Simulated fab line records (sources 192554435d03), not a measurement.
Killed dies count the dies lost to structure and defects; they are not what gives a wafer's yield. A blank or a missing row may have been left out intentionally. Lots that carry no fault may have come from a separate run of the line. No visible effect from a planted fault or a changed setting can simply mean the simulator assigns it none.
Which of the tools did it?	flow n5Finfet	10 lots with 29 wafers sampled at 5 steps, on a route of 1938 steps

WHAT THE GAUGES READ, wafer by wafer
N5_SD_EPI_P_EPI_MEAS_23. Usual: thkNm at 61.0 nm, with a standard deviation of 1.2.
lot	measured	on	thkNm (nm)	flag
L243	day 3 12:01	filmMetro-02	59.5 58.9 59.5	
L244	day 3 16:04	filmMetro-02	59.8 60.7 59.1	
L245	day 3 23:17	filmMetro-01	62.8 60.7	
L250	day 5 04:57	filmMetro-01	60.9 58.7 59.5	
L251	day 5 13:03	filmMetro-01	60.6 60.5 58.7	
L258	day 7 05:57	filmMetro-02	61.4 61.1 61.4	
L262	day 8 03:59	filmMetro-02	62.0 62.5 61.6	
L263	day 8 11:07	filmMetro-01	60.6 61.8 60.9	
L264	day 8 15:28	filmMetro-01	62.0 61.0 62.2	
L266	day 9 06:28	filmMetro-02	60.7 60.6 61.1	

N5_BEOL_M4_RC_MEAS_101. Usual: DIBL_N 36.5 mV/V, standard deviation 1.9; DIBL_P 36.4 mV/V, standard deviation 2.2; IOFF_N 0.17 nA/um, standard deviation 0.034; IOFF_P 0.21 nA/um, standard deviation 0.036; ION_N 678 uA/um, standard deviation 12; ION_P 462 uA/um, standard deviation 7.1; SS_N 71.7 mV/dec, standard deviation 0.61; SS_P 73.4 mV/dec, standard deviation 0.71; VT_N 249 mV, standard deviation 3.5; VT_P -251 mV, standard deviation 3.
lot	measured	on	DIBL_N (mV/V)	DIBL_P (mV/V)	IOFF_N (nA/um)	IOFF_P (nA/um)	ION_N (uA/um)	ION_P (uA/um)	SS_N (mV/dec)	SS_P (mV/dec)	VT_N (mV)	VT_P (mV)	flag
L243	day 8 17:50	prober-01	37.7 36.6 37.5	37.9 37.3 37.5	0.21 0.18 0.19	0.25 0.23 0.23	689 679 683	467 465 461	72.5 71.9 72.7	74.7 74.8 73.5	244 248 246	-249 -250 -251	
L244	day 8 17:21	prober-02	37.6 40.3 36.1	37.9 40.5 35.1	0.16 0.23 0.15	0.23 0.27 0.18	671 691 666	455 471 453	71.6 71.8 70.9	73.9 75.4 73.0	248 243 251	-250 -247 -253	
L245	day 9 12:31	prober-02	39.2 39.5	39.0 38.4	0.22 0.22	0.23 0.24	689 677	462 464	72.0 72.4	74.0 73.7	246 245	-252 -252	
L250	day 10 22:04	prober-02	34.9 35.3 34.3	34.9 33.9 33.7	0.15 0.15 0.14	0.20 0.19 0.19	681 666 667	470 458 469	71.3 71.8 71.0	73.2 72.7 72.7	247 249 250	-250 -248 -253	
L251	day 10 21:35	prober-01	36.3 36.0 35.0	34.0 33.9 32.9	0.13 0.13 0.12	0.17 0.16 0.16	664 671 658	456 453 458	70.8 70.9 71.3	72.6 73.0 72.2	253 252 256	-258 -255 -256	
L258	day 13 06:35	prober-02	33.7 38.1 34.3	34.0 39.5 34.0	0.11 0.18 0.11	0.16 0.24 0.15	664 683 661	456 474 453	71.0 72.7 70.8	72.5 73.6 72.9	255 252 255	-252 -250 -255	
L262	day 13 10:07	prober-01	36.8 35.3 35.3	38.1 37.1 37.4	0.18 0.16 0.17	0.22 0.19 0.20	676 673 689	468 456 470	71.6 72.2 72.2	73.6 72.8 72.9	248 251 249	-252 -254 -252	
L263	day 14 06:35	prober-01	38.7 36.4 35.9	38.4 35.0 34.8	0.20 0.16 0.14	0.27 0.21 0.20	687 684 678	466 465 468	72.4 71.9 71.1	74.0 73.6 73.4	247 249 252	-246 -250 -253	
L264	day 13 20:02	prober-01	37.5 36.0 35.6	38.5 37.6 37.0	0.20 0.16 0.16	0.21 0.18 0.19	690 665 686	465 449 466	73.0 71.5 71.1	74.2 73.1 73.4	247 250 248	-251 -254 -256	
L266	day 15 11:43	prober-01	36.4 34.1 34.1	35.3 32.6 32.6	0.16 0.13 0.13	0.21 0.17 0.18	669 673 676	459 464 466	71.8 71.4 71.1	73.7 72.4 73.0	250 253 251	-250 -253 -252	

WHAT TOOL EACH LOT RAN ON (gives the tool, then ch and the chambers of the sampled wafers, and finally the start)
lot	N5_SPACER0_ALD_00	N5_SD_EPI_N_LINER_46	N5_SD_EPI_P_ETCH_36
L243	aldSin-02 ch 0,1,3, day 3 01:57	aldSin-04 ch 0,1,2, day 3 07:39	rieDiel-06 ch 0,1,3, day 3 08:29
L244	aldSin-03 ch 0,1,2, day 3 07:01	aldSin-04 ch 0,2,3, day 3 11:32	rieDiel-06 ch 1,2,3, day 3 12:33
L245	aldSin-04 ch 0,3, day 3 13:59	aldSin-04 ch 3, day 3 19:07	rieDiel-05 ch 0,1, day 3 19:46
L250	aldSin-02 ch 0,3, day 4 18:14	aldSin-04 ch 0,1, day 4 23:41	rieDiel-05 ch 1,2,3, day 5 01:26
L251	aldSin-04 ch 0,2, day 5 03:52	aldSin-01 ch 1,3, day 5 08:34	rieDiel-06 ch 2,3, day 5 09:32
L258	aldSin-03 ch 1,2,3, day 6 19:54	aldSin-02 ch 1,2,3, day 7 01:38	rieDiel-06 ch 1,2,3, day 7 02:26
L262	aldSin-04 ch 0,1, day 7 17:45	aldSin-01 ch 0,1,2, day 7 22:51	rieDiel-05 ch 0,3, day 7 23:38
L263	aldSin-03 ch 1,2,3, day 7 23:45	aldSin-01 ch 0,1,2, day 8 04:52	rieDiel-02 ch 0,1,2, day 8 05:38
L264	aldSin-03 ch 2,3, day 8 05:44	aldSin-01 ch 0,2,3, day 8 10:21	rieDiel-06 ch 1,2,3, day 8 11:07
L266	aldSin-03 ch 1,2,3, day 8 19:13	aldSin-02 ch 0,1, day 9 01:35	rieDiel-05 ch 0,3, day 9 02:14
- N5_SPACER0_ALD_00: deposits SiOCN, target thk 3.5 nm, pulse time 3 s, purge time 2 s.
- N5_SD_EPI_N_LINER_46: material SiNx, target thk 3 nm.
- N5_SD_EPI_P_ETCH_36: etches SiARC in CF4, target depth 45.5 nm, time 75.8 s.

WHAT THE TOOLS THEMSELVES READ (means of the sampled wafers that have a number; where no wafer has one, the mark that the record gives instead)
N5_SPACER0_ALD_00. Usual: heaterPowerW 855 W, standard deviation 100; precursorPulseHeightRel 0.999, standard deviation 0.02.
lot	tool	heaterPowerW (W)	precursorPulseHeightRel	flag
L243	aldSin-02	783	0.990	
L244	aldSin-03	844	1.000	
L245	aldSin-04	898	1.002	
L250	aldSin-02	824	1.002	
L251	aldSin-04	835	1.005	
L258	aldSin-03	809	1.001	
L262	aldSin-04	863	1.008	
L263	aldSin-03	812	1.006	
L264	aldSin-03	847	0.996	
L266	aldSin-03	805	1.004	

N5_SD_EPI_N_LINER_46. Usual: heaterPowerW at 859 W, with a standard deviation of 92.
lot	tool	heaterPowerW (W)	flag
L243	aldSin-04	839	
L244	aldSin-04	877	
L245	aldSin-04	941	
L250	aldSin-04	858	
L251	aldSin-01	918	
L258	aldSin-02	880	
L262	aldSin-01	856	
L263	aldSin-01	862	
L264	aldSin-01	813	
L266	aldSin-02	799	

N5_SD_EPI_P_ETCH_36. Usual: cf4FlowSccm is 100.0 sccm with standard deviation 0.31, drypumpMotorCurrentA is 5.6 A with standard deviation 0.45, etchRfOnTimeS is 75.6 s with standard deviation 2, oesProductAu is 0.66 a.u. with standard deviation 0.063, rfVppV is 184.2 V with standard deviation 1.1, showerheadPlenumPTorr is 2.15 Torr with standard deviation 0.054, and throttleValvePct is 15.61 % with standard deviation 0.25.
lot	tool	cf4FlowSccm (sccm)	drypumpMotorCurrentA (A)	etchRfOnTimeS (s)	oesProductAu (a.u.)	rfVppV (V)	showerheadPlenumPTorr (Torr)	throttleValvePct (%)	flag
L243	rieDiel-06	100.0	5.8	76.6	0.64	183.6	2.15	15.70	
L244	rieDiel-06	100.0	5.9	76.5	0.63	183.8	2.20	15.65	
L245	rieDiel-05	100.2	5.4	74.2	0.70	183.6	2.16	15.39	
L250	rieDiel-05	99.9	5.6	94.9	0.62	185.0	2.17	15.56	OFF
L251	rieDiel-06	99.7	5.6	76.9	0.65	184.8	2.23	15.64	
L258	rieDiel-06	100.1	5.9	76.1	0.62	184.8	2.19	15.70	
L262	rieDiel-05	99.8	5.1	77.9	0.63	183.8	2.12	15.75	
L263	rieDiel-02	100.1	5.6	75.8	0.66	183.9	2.15	15.74	
L264	rieDiel-06	100.1	5.9	76.8	0.61	183.9	2.18	15.72	
L266	rieDiel-05	100.5	5.2	75.8	0.67	184.0	2.10	15.55	

THE ANSWER, worked out from the rows above alone
Rule: a lot is off if the mean of its wafers that have a number lies more than 3 standard deviations from the usual mean. A lot without any number at a reading at which 4 lots or more have one is off too. The other lots that the step has rows for count as sound. After the gauges, taken in route order, come the tools' own readings; for these a lot's mean is taken, as printed above. The first step at which some lot is off is used, and at that step the reading that is off furthest; a lot without a number counts as furthest.
Off: L250 (N5_SD_EPI_P_ETCH_36, etchRfOnTimeS).
A tool fits if, at that step or a process step before it, it ran every lot that is off, and no sound lot after the first of them. This does not decide it: 2 tools fit, namely aldSin-02 at N5_SPACER0_ALD_00 and aldSin-04 at N5_SD_EPI_N_LINER_46.

WHAT THE SIMULATOR HAD INSERTED
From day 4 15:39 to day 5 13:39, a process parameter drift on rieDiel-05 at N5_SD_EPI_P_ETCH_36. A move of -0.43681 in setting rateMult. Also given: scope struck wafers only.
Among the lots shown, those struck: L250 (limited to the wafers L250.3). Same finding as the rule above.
